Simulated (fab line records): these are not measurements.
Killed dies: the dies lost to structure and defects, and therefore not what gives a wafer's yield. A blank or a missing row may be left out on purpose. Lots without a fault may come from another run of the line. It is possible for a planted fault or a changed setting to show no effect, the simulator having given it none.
fab line records	flow nandHarc	part 1 of 2: steps 1 to 30 of 36
[record] lots = 5	wafers = 15	lastDay = 24
route steps=1159 shown A_M0@1008 A_M1@1026
lots that met no fault: from a run of the same line without faults
startH: the number of hours between the record's first day and the start of the first shown wafer of the lot	waitH: time in hours since the lot's previous step	" identical to the entry in the row above	L1.1+2: a single row standing in for several wafers	- value missing, or start not given	* or withheld: withheld	< > ~ a bound
route shown NAME@n: a module of which the file shows steps, and the number in the route of the first	usual: the fault-free wafers' mean and standard deviation	same: alike in all rows	chamber/n: place in a boat	sites: per-site readings	_std_site: how widely they spread, as a standard deviation	_edge_site: the outer-site mean with the inner-site mean subtracted	radiusMm: how far each site lies from the wafer's centre	mask NAME#n: copy n	behind: the most recent tool/chamber to have shaped the wafer	hold: reason for holding the lot/hours on hold/outcome of the hold	device: the transistor (n, p or np) that didn't switch	end of line: tests of these same wafers at the route's end	for a step that has no rows: nothing shown but its recipe	killed: dies lost to structure and defects at the first sort, not the wafer's yield	map: a wafer's dies, x killed, . not, _ none there
set.NAME: the setting the step ran with; set.NAME@STEP: the setting that earlier step ran with	model.NAME: the simulator's own value behind a step, which no gauge read
certain route steps with their lots: each step a table, each wafer a row
services: from which hour (startH, from the record's first day; less than 0 if before it) a tool's chamber was out of use, for how many hours, and why
[[steps]]
[step NHARC_A_M0_ETCH_34]
[recipe] targetDepthA = 400	overetchA = 120	timeS = 43.94	ionEnergyEv = 200	n2FlowSccm = 150	h2FlowSccm = 150	arFlowSccm = 0	rfW = 400	biasW = 150	chemistry = N2/H2
[usual] drypumpMotorCurrentA = 6.0/0.59	oesProductAu = 0.997/0.01	rfVppV = 431.3/2.1	showerheadPlenumPTorr = 2.07/0.075	throttleValvePct = 14.172/0.0091
lot.wafer	tool	chamber	startH	waitH	drypumpMotorCurrentA	oesProductAu	rfHoursCounterH	rfVppV	showerheadPlenumPTorr	throttleValvePct
L081.1	rieDiel-01	3	438.87	0.1	6.5	1.004	8	427.5	1.94	14.176
L081.4	"	0	"	"	6.4	0.996	8	432.5	2.14	14.194
L081.2	"	1	"	"	6.3	1.001	8	433.2	2.14	14.162
L082.2	rieDiel-01	3	449.41	0.1	6.5	1.008	9	427.8	1.94	14.174
L082.3	"	2	"	"	4.9	0.993	9	428.3	2.00	14.165
L082.6	"	3	"	"	6.5	1.008	-	428.3	1.94	14.167
L085.1	rieDiel-12	3	470.80	0.1	6.6	0.990	6	432.4	2.09	14.173
L085.4	"	2	"	"	6.5	1.020	6	434.6	2.19	14.184
L085.6	"	0	"	"	6.2	0.991	-	430.2	1.99	14.176
L088.4	rieDiel-05	1	494.52	0.1	6.4	0.993	11	431.5	2.08	14.186
L088.2	"	2	"	"	5.0	0.983	11	428.3	1.99	14.178
L088.1	"	0	"	"	6.1	1.002	10	432.6	2.11	14.197
L096.4	rieDiel-12	3	533.74	0.1	6.6	0.995	9	431.5	2.09	14.162
L096.2	"	0	"	"	6.2	0.987	8	427.8	1.99	14.182
L096.3	"	2	"	"	6.5	1.012	9	435.4	2.19	14.167
[step NHARC_A_M0_ETCH_15]
[recipe] targetDepthA = 1500	overetchA = 150	timeS = 82.5	c4f8FlowSccm = withheld	arFlowSccm = 400	rfW = 600	biasW = 300	chemistry = C4F8/Ar
[usual] oesProductAu = 0.946/0.023	rfVppV = 441.4/2.3
lot.wafer	tool	chamber	startH	waitH	oesProductAu	rfHoursCounterH	rfVppV
L081.1	rieDiel-01	1	-	-	0.920	8	442.6
L081.2	"	2	"	"	0.914	8	441.1
L081.4	"	3	"	"	0.927	8	438.3
L082.2	rieDiel-01	0	-	-	0.941	9	441.9
L082.3	"	1	"	"	0.940	9	443.6
L082.6	"	0	"	"	0.953	-	443.5
L085.1	rieDiel-12	3	-	-	0.924	6	442.4
L085.4	"	0	"	"	0.910	5	439.2
L085.6	"	0	"	"	0.924	-	438.9
L088.4	rieDiel-05	1	-	-	0.931	11	442.4
L088.2	"	2	"	"	0.907	11	439.2
L088.1	"	3	"	"	0.918	11	444.1
L096.2	rieDiel-12	0	-	-	0.920	8	438.2
L096.4	"	1	"	"	0.905	9	441.8
L096.3	"	2	"	"	0.933	9	444.2
[step NHARC_A_M0_CD_MEAS_16]
[usual] cdNm = 80.0/0.8
lot.wafer	tool	chamber	startH	waitH	cdNm
L081.1	cdSem-01	-	439.08	-	80.4
L081.2	"	-	"	"	80.2
L081.4	"	-	"	"	80.0
L082.2	cdSem-01	-	449.63	-	80.4
L082.3	"	-	"	"	80.0
L082.6	"	-	"	"	79.6
L085.1	cdSem-03	-	471.01	-	79.8
L085.4	"	-	"	"	80.0
L085.6	"	-	"	"	80.7
L088.1	cdSem-01	-	494.74	-	79.7
L088.2	"	-	"	"	79.8
L088.4	"	-	"	"	79.4
L096.2	cdSem-01	-	533.96	-	81.6
L096.3	"	-	"	"	80.6
L096.4	"	-	"	"	80.7
[step NHARC_A_M0_STRIP_18]
[recipe] powerW = 1000	n2FlowSccm = 150	h2FlowSccm = 150	arFlowSccm = 0	biasW = 0	chemistry = N2/H2
[usual] drypumpMotorCurrentA = 6.0/0.6	oesProductAu = 0.995/0.011	rfVppV = 90.8/0.83	showerheadPlenumPTorr = 2.07/0.073	throttleValvePct = 14.172/0.0089
lot.wafer	tool	chamber	startH	waitH	drypumpMotorCurrentA	oesProductAu	rfHoursCounterH	rfVppV	showerheadPlenumPTorr	throttleValvePct
L081.4	rieDiel-05	2	439.18	0.1	5.0	0.968	8	90.6	1.99	14.165
L081.2	"	3	"	"	5.2	0.991	8	91.6	2.13	14.168
L081.1	"	0	"	"	6.0	0.988	6	91.6	2.12	14.178
L082.3	rieDiel-12	1	449.70	0.1	5.8	0.986	4	91.7	2.06	14.156
L082.2	"	0	"	"	6.2	0.988	3	90.0	1.99	14.168
L082.6	"	2	"	"	6.4	1.002	-	90.9	2.19	14.167
L085.1	rieDiel-05	0	471.08	0.1	6.0	1.000	9	91.4	2.12	14.173
L085.4	"	2	"	"	5.0	0.981	9	89.0	1.99	14.177
L085.6	"	0	"	"	6.1	0.992	-	90.9	2.12	14.173
L088.4	rieDiel-05	1	494.81	0.1	6.4	0.995	11	90.2	2.08	14.176
L088.1	"	3	"	"	5.2	0.990	11	90.7	2.13	14.177
L088.2	"	0	"	"	6.0	0.990	10	90.0	2.11	14.170
L096.3	rieDiel-05	1	534.03	0.1	6.4	0.983	0	90.3	2.08	14.145
L096.2	"	2	"	"	5.0	0.988	0	90.1	1.99	14.157
L096.4	"	3	"	"	5.2	0.988	0	90.8	2.13	14.152
[step NHARC_A_M0_STRIP_19]
[recipe] timeS = 600	tempC = 30	chemistry = postEtchResidueRemover
[usual] bathHeatDutyPct = 13.2/1.3
lot.wafer	tool	chamber	startH	waitH	bathHeatDutyPct
L081.2	wetBench-04	5	439.45	-	13.5
L081.1	"	7	"	"	10.7
L081.4	"	0	"	"	14.1
L082.6	wetBench-04	7	449.98	-	12.0
L082.3	"	2	"	"	14.3
L082.2	"	3	"	"	13.8
L085.6	wetBench-06	3	471.36	-	16.2
L085.1	"	4	"	"	11.5
L085.4	"	7	"	"	13.4
L088.1	wetBench-04	4	495.11	-	13.1
L088.4	"	5	"	"	13.7
L088.2	"	6	"	"	12.3
L096.2	wetBench-04	0	534.30	-	12.9
L096.3	"	1	"	"	13.0
L096.4	"	2	"	"	13.7
[step NHARC_A_M0_DEGAS_28]
[recipe] tempC = 250	timeS = 60
[usual] heaterPowerW = 335/31
lot.wafer	tool	chamber	startH	waitH	heaterPowerW
L081.1	pvdSputter-01	-	439.71	-	298
L081.4	"	-	"	"	333
L081.2	"	-	"	"	338
L082.3	pvdSputter-01	-	450.25	-	340
L082.2	"	-	"	"	328
L082.6	"	-	"	"	300
L085.4	pvdSputter-03	-	471.63	-	374
L085.1	"	-	"	"	318
L085.6	"	-	"	"	334
L088.2	pvdSputter-03	-	495.38	-	369
L088.4	"	-	"	"	380
L088.1	"	-	"	"	328
L096.3	pvdSputter-02	-	534.57	-	360
L096.4	"	-	"	"	302
L096.2	"	-	"	"	315
[step NHARC_A_M0_PRE_CLEAN_29]
[recipe] timeS = 30	tempC = 280	gas = H2/He
[usual] heaterPowerW = 412/39
lot.wafer	tool	chamber	startH	waitH	heaterPowerW
L081.1	pvdSputter-01	-	-	-	399
L081.4	"	-	"	"	366
L081.2	"	-	"	"	358
L082.3	pvdSputter-01	-	-	-	361
L082.2	"	-	"	"	405
L082.6	"	-	"	"	371
L085.4	pvdSputter-03	-	-	-	401
L085.1	"	-	"	"	458
L085.6	"	-	"	"	447
L088.4	pvdSputter-03	-	-	-	484
L088.2	"	-	"	"	394
L088.1	"	-	"	"	454
L096.3	pvdSputter-02	-	-	-	494
L096.4	"	-	"	"	375
L096.2	"	-	"	"	378
[step NHARC_A_M0_PVD_20]
[recipe] targetThkA = 50	biasV = 168.6	powerW = 15000	chamberPressurePa = 0.12	timeS = 8.06	substrateTempC = 50	material = TaN
[usual] throttleValvePct = 29.9/1.5
lot.wafer	tool	chamber	startH	waitH	throttleValvePct
L081.4	pvdSputter-01	-	-	-	27.0
L081.1	"	-	"	"	29.1
L081.2	"	-	"	"	32.4
L082.2	pvdSputter-01	-	-	-	29.0
L082.3	"	-	"	"	30.2
L082.6	"	-	"	"	29.0
L085.1	pvdSputter-03	-	-	-	29.5
L085.4	"	-	"	"	28.2
L085.6	"	-	"	"	29.7
L088.4	pvdSputter-03	-	-	-	30.9
L088.1	"	-	"	"	28.3
L088.2	"	-	"	"	30.7
L096.2	pvdSputter-02	-	-	-	30.7
L096.4	"	-	"	"	30.4
L096.3	"	-	"	"	31.0
[step NHARC_A_M0_PVD_21]
[recipe] targetThkA = 300	chamberPressurePa = 5	powerW = 5000	substrateTempC = 30	timeS = 20.49	material = Cu
[usual] throttleValvePct = 29.8/1.5
lot.wafer	tool	chamber	startH	waitH	throttleValvePct
L081.4	pvdSputter-01	-	-	-	26.8
L081.1	"	-	"	"	29.0
L081.2	"	-	"	"	30.4
L082.3	pvdSputter-01	-	-	-	30.2
L082.2	"	-	"	"	32.4
L082.6	"	-	"	"	27.1
L085.4	pvdSputter-03	-	-	-	30.9
L085.1	"	-	"	"	30.9
L085.6	"	-	"	"	28.3
L088.2	pvdSputter-03	-	-	-	31.0
L088.4	"	-	"	"	28.3
L088.1	"	-	"	"	29.5
L096.3	pvdSputter-02	-	-	-	30.3
L096.4	"	-	"	"	30.7
L096.2	"	-	"	"	29.3
[step NHARC_A_M0_ECD_22]
[recipe] targetThkA = 4000	bathTempC = 25	material = Cu
[usual] bathHeatDutyPct = 5.7/0.74
lot.wafer	tool	chamber	startH	waitH	bathHeatDutyPct
L081.1	ecdCu-01	1	440.22	-	6.8
L081.2	"	0	"	"	5.5
L081.4	"	0	"	"	4.7
L082.2	ecdCu-02	0	450.71	-	4.5
L082.3	"	1	"	"	6.4
L082.6	"	0	"	"	6.2
L085.1	ecdCu-02	0	472.06	-	6.2
L085.4	"	0	"	"	5.1
L085.6	"	0	"	"	5.3
L088.1	ecdCu-01	0	495.74	-	5.3
L088.2	"	1	"	"	5.9
L088.4	"	1	"	"	6.5
L096.2	ecdCu-01	1	535.04	-	5.8
L096.3	"	0	"	"	5.7
L096.4	"	1	"	"	6.0
[step NHARC_A_M0_ANNEAL_30]
[recipe] tempC = 225	timeS = 90
[usual] wafer_temp_C_max = 226.0/0.34
lot.wafer	tool	chamber	startH	waitH	wafer_temp_C_max
L081.1	rtpAnneal-02	0	440.60	-	225.8
L081.2	"	0	"	"	226.4
L081.4	"	0	"	"	226.0
L082.2	rtpAnneal-02	0	451.16	-	226.5
L082.3	"	0	"	"	226.2
L082.6	"	0	"	"	226.9
L085.1	rtpAnneal-01	0	472.39	0.3	225.6
L085.4	"	0	"	"	225.5
L085.6	"	0	"	"	225.8
L088.1	rtpAnneal-02	0	496.15	-	226.1
L088.2	"	0	"	"	226.0
L088.4	"	0	"	"	226.2
L096.2	rtpAnneal-01	0	535.43	0.3	226.1
L096.3	"	0	"	"	226.0
L096.4	"	0	"	"	226.0
[step NHARC_A_M0_CMP_23]
[recipe] tOverpolishS = 20	targetThkNm = 113.75
[usual] motorCurrentA = 11.5/1.4	timeToEndpointS = 29/3.1
lot.wafer	tool	chamber	startH	waitH	motorCurrentA	timeToEndpointS
L081.1	cmp-01	2	440.94	-	14.2	26
L081.4	"	3	"	"	12.4	30
L081.2	"	1	"	"	13.5	28
L082.2	cmp-03	3	451.48	-	11.7	25
L082.3	"	1	"	"	10.5	27
L082.6	"	3	"	"	11.4	26
L085.4	cmp-04	1	472.73	-	9.8	29
L085.1	"	3	"	"	12.3	29
L085.6	"	1	"	"	10.2	29
L088.2	cmp-01	2	496.52	-	13.1	27
L088.1	"	3	"	"	12.0	30
L088.4	"	0	"	"	10.3	35
L096.4	cmp-03	2	535.72	-	8.9	31
L096.3	"	3	"	"	11.5	34
L096.2	"	0	"	"	11.5	29
[step NHARC_A_M0_THK_MEAS_24]
[recipe] thkMeasGauge = xrf
[usual] thkNm = 113.8/1.7
lot.wafer	tool	chamber	startH	waitH	thkNm
L081.1	filmMetro-02	-	441.26	-	111.4
L081.2	"	-	"	"	111.2
L081.4	"	-	"	"	114.2
L082.2	filmMetro-01	-	451.77	-	112.8
L082.3	"	-	"	"	113.9
L082.6	"	-	"	"	111.9
L085.1	filmMetro-01	-	473.04	-	117.2
L085.4	"	-	"	"	115.9
L085.6	"	-	"	"	115.4
L088.1	filmMetro-01	-	496.82	-	115.5
L088.2	"	-	"	"	114.5
L088.4	"	-	"	"	116.0
L096.2	filmMetro-01	-	536.04	-	113.0
L096.3	"	-	"	"	115.6
L096.4	"	-	"	"	114.8
[step NHARC_A_M0_SRD_25]
lot.wafer	tool	chamber	startH	waitH
L081.2+4+1	wetBench-10	4,5,7	441.31	0.0
L082.2+6+3	wetBench-08	1,2,4	451.82	0.0
L085.6+1+4	wetBench-08	2,3,4	473.09	0.0
L088.4+1+2	wetBench-10	1,2,3	496.86	0.0
L096.3+4+2	wetBench-08	5,6,7	536.09	0.1
[step NHARC_A_M0_INSPECT_27]
[usual] rawDefectCount = 475/150
lot.wafer	tool	chamber	startH	waitH	rawDefectCount
L081.1	defectInspect-01	-	441.41	0.0	566
L081.2	"	-	"	"	575
L081.4	"	-	"	"	707
L082.2	defectInspect-02	-	451.94	0.0	524
L082.3	"	-	"	"	395
L082.6	"	-	"	"	584
L085.1	defectInspect-02	-	473.20	0.0	317
L085.4	"	-	"	"	300
L085.6	"	-	"	"	412
L088.1	defectInspect-02	-	496.98	0.0	270
L088.2	"	-	"	"	296
L088.4	"	-	"	"	266
L096.2	defectInspect-02	-	536.19	0.0	317
L096.3	"	-	"	"	465
L096.4	"	-	"	"	377
[step NHARC_A_M0_PRE_CLEAN_31]
[recipe] timeS = 12	tempC = 370	rfPowerW = 300	gas = NH3
[usual] heaterPowerW = 645/73
lot.wafer	tool	chamber	startH	waitH	heaterPowerW
L081.1	pecvd-01	0	441.48	0.1	712
L081.2	"	1	"	"	673
L081.4	"	0	"	"	725
L082.3	pecvd-01	1	452.01	0.1	757
L082.2	"	0	"	"	728
L082.6	"	2	"	"	742
L085.1	pecvd-04	0	473.28	0.1	579
L085.4	"	0	"	"	580
L085.6	"	1	"	"	602
L088.2	pecvd-01	0	497.04	0.1	687
L088.1	"	1	"	"	741
L088.4	"	2	"	"	721
L096.3	pecvd-03	1	536.26	0.1	730
L096.2	"	2	"	"	620
L096.4	"	2	"	"	612
[step NHARC_A_M0_DEP_32]
[recipe] targetThkA = 300	tempC = 370	targetThkNm = 30	pressureTorr = 3	flowSccm = 200	rfW = 450	material = SiCN
[usual] heaterPowerW = 592/69
lot.wafer	tool	chamber	startH	waitH	heaterPowerW
L081.1	pecvd-01	0	441.60	0.1	581
L081.2	"	1	"	"	694
L081.4	"	0	"	"	598
L082.3	pecvd-01	1	452.09	0.1	600
L082.2	"	0	"	"	678
L082.6	"	2	"	"	668
L085.1	pecvd-04	0	473.39	0.1	544
L085.4	"	0	"	"	539
L085.6	"	1	"	"	450
L088.2	pecvd-01	0	497.12	0.1	691
L088.1	"	1	"	"	708
L088.4	"	2	"	"	651
L096.3	pecvd-03	1	536.34	0.1	686
L096.2	"	2	"	"	568
L096.4	"	2	"	"	546
[step NHARC_A_M1_DEP_00]
[recipe] targetThkA = 1825	targetThkNm = 182.5	tempC = withheld	pressureTorr = 5	flowSccm = 200	rfW = 600	material = SiOC
lot.wafer	tool	chamber	startH	waitH
L081.2+1+4	pecvd-03	1,2,0	442.21	0.5
L082.3+2+6	pecvd-01	0,2,2	-	-
L085.1+4+6	pecvd-01	1,0,1	473.81	-
L088.2+1+4	pecvd-04	2,0,2	497.59	-
L096.3+2+4	pecvd-01	2,1,0	536.78	-
[step NHARC_A_M1_DEHYDRATE_01]
[recipe] tempC = 150	timeS = 120
lot.wafer	tool	chamber	startH	waitH
L081.1+2+4	lithoTrack-06	0	442.60	-
L082.2+3+6	lithoTrack-04	0	452.88	-
L085.1+4+6	lithoTrack-06	0	474.17	-
L088.1+2+4	lithoTrack-01	0	497.95	-
L096.2+3+4	lithoTrack-06	0	537.18	-
[step NHARC_A_M1_HMDS_02]
[recipe] timeS = 30
lot.wafer	tool	chamber	startH	waitH
L081.1+2+4	lithoTrack-06	0	-	-
L082.2+3+6	lithoTrack-04	0	-	-
L085.1+4+6	lithoTrack-06	0	-	-
L088.1+2+4	lithoTrack-01	0	-	-
L096.2+3+4	lithoTrack-06	0	-	-
[step NHARC_A_M1_COAT_34]
[recipe] tempC = 200	timeS = 65
lot.wafer	tool	chamber	startH	waitH
L081.1+2+4	lithoTrack-06	0	-	-
L082.2+3+6	lithoTrack-04	0	-	-
L085.1+4+6	lithoTrack-06	0	-	-
L088.1+2+4	lithoTrack-01	0	-	-
L096.2+3+4	lithoTrack-06	0	-	-
[step NHARC_A_M1_COAT_03]
[recipe] spinRpm = 1500	resistThkNm = 90
lot.wafer	tool	chamber	startH	waitH
L081.1+2+4	lithoTrack-06	0	-	-
L082.2+3+6	lithoTrack-04	0	-	-
L085.1+4+6	lithoTrack-06	0	-	-
L088.1+2+4	lithoTrack-01	0	-	-
L096.2+3+4	lithoTrack-06	0	-	-
[step NHARC_A_M1_SOFTBAKE_04]
[recipe] tempC = 105	timeS = 55
lot.wafer	tool	chamber	startH	waitH
L081.1+2+4	lithoTrack-06	0	-	-
L082.2+3+6	lithoTrack-04	0	-	-
L085.1+4+6	lithoTrack-06	0	-	-
L088.1+2+4	lithoTrack-01	0	-	-
L096.2+3+4	lithoTrack-06	0	-	-
[step NHARC_A_M1_EBR_05]
lot.wafer	tool	chamber	startH	waitH
L081.1+2+4	lithoTrack-06	0	-	-
L082.2+3+6	lithoTrack-04	0	-	-
L085.1+4+6	lithoTrack-06	0	-	-
L088.1+2+4	lithoTrack-01	0	-	-
L096.2+3+4	lithoTrack-06	0	-	-
[step NHARC_A_M1_EXPOSE_06]
[recipe] na = 1.35	targetCdNm = 120	doseMj = 75.13	maskId = A_M1
lot.wafer	tool	chamber	startH	waitH	mask
L081.1+2+4	arfiScanner-03	0	442.88	-	A_M1#0
L082.2+3+6	arfiScanner-03	0	453.05	-	A_M1#0
L085.1+4+6	arfiScanner-03	0	474.34	-	A_M1#0
L088.1+2+4	arfiScanner-01	0	498.23	-	A_M1#0
L096.2+3+4	arfiScanner-03	0	537.48	-	A_M1#0
[step NHARC_A_M1_PEB_07]
[recipe] pebTempC = 100	pebTimeS = 65
lot.wafer	tool	chamber	startH	waitH
L081.1+2+4	lithoTrack-04	0	442.95	0.1
L082.2+3+6	lithoTrack-06	0	453.11	0.1
L085.1+4+6	lithoTrack-06	0	474.40	0.1
L088.1+2+4	lithoTrack-01	0	498.29	0.1
L096.2+3+4	lithoTrack-06	0	537.53	0.1
[step NHARC_A_M1_DEVELOP_08]
[recipe] developTimeS = 35	devTempC = 23
lot.wafer	tool	chamber	startH	waitH
L081.1+2+4	lithoTrack-04	0	-	-
L082.2+3+6	lithoTrack-06	0	-	-
L085.1+4+6	lithoTrack-06	0	-	-
L088.1+2+4	lithoTrack-01	0	-	-
L096.2+3+4	lithoTrack-06	0	-	-
[step NHARC_A_M1_CD_MEAS_09]
[recipe] targetCdNm = 120	landingEnergyEv = 500
[usual] cdNm = 120.0/0.59
lot.wafer	tool	chamber	startH	waitH	cdNm
L081.1	cdSem-01	0	443.03	-	120.3
L081.2	"	0	"	"	120.7
L081.4	"	0	"	"	121.1
L082.2	cdSem-02	0	453.19	-	119.3
L082.3	"	0	"	"	119.9
L082.6	"	0	"	"	119.5
L085.1	cdSem-02	0	474.48	-	120.1
L085.4	"	0	"	"	119.9
L085.6	"	0	"	"	120.3
L088.1	cdSem-03	0	498.37	-	120.2
L088.2	"	0	"	"	119.8
L088.4	"	0	"	"	121.0
L096.2	cdSem-03	0	537.62	-	118.8
L096.3	"	0	"	"	118.6
L096.4	"	0	"	"	119.5
[step NHARC_A_M1_OVL_MEAS_10]
[recipe] pitchNm = 240
[usual] overlayXNm = 0.0/0.89	overlayYNm = 0.2/0.79
lot.wafer	tool	chamber	startH	waitH	overlayXNm	overlayYNm
L081.1	overlay-01	-	443.12	-	-0.5	0.7
L081.2	"	-	"	"	-0.8	0.5
L081.4	"	-	"	"	-1.0	0.0
L082.2	overlay-02	-	453.29	-	0.3	0.7
L082.3	"	-	"	"	0.0	0.6
L082.6	"	-	"	"	0.3	0.2
L085.1	overlay-02	-	474.57	-	0.0	0.2
L085.4	"	-	"	"	-0.2	1.1
L085.6	"	-	"	"	0.4	0.6
L088.1	overlay-01	-	498.47	-	-0.7	-1.3
L088.2	"	-	"	"	-0.3	-1.5
L088.4	"	-	"	"	-0.1	-1.0
L096.2	overlay-02	-	537.70	-	0.4	-0.5
L096.3	"	-	"	"	0.6	-0.5
L096.4	"	-	"	"	0.3	-0.4
[step NHARC_A_M1_INSPECT_11]
[usual] rawDefectCount = 29/13
lot.wafer	tool	chamber	startH	waitH	rawDefectCount
L081.1	defectInspect-01	-	443.15	0.0	29
L081.2	"	-	"	"	30
L081.4	"	-	"	"	23
L082.2	defectInspect-02	-	453.33	0.0	27
L082.3	"	-	"	"	24
L082.6	"	-	"	"	22
L085.1	defectInspect-02	-	474.61	0.0	20
L085.4	"	-	"	"	22
L085.6	"	-	"	"	22
L088.1	defectInspect-02	-	498.51	0.0	31
L088.2	"	-	"	"	20
L088.4	"	-	"	"	38
L096.2	defectInspect-02	-	537.74	0.0	41
L096.3	"	-	"	"	45
L096.4	"	-	"	"	47
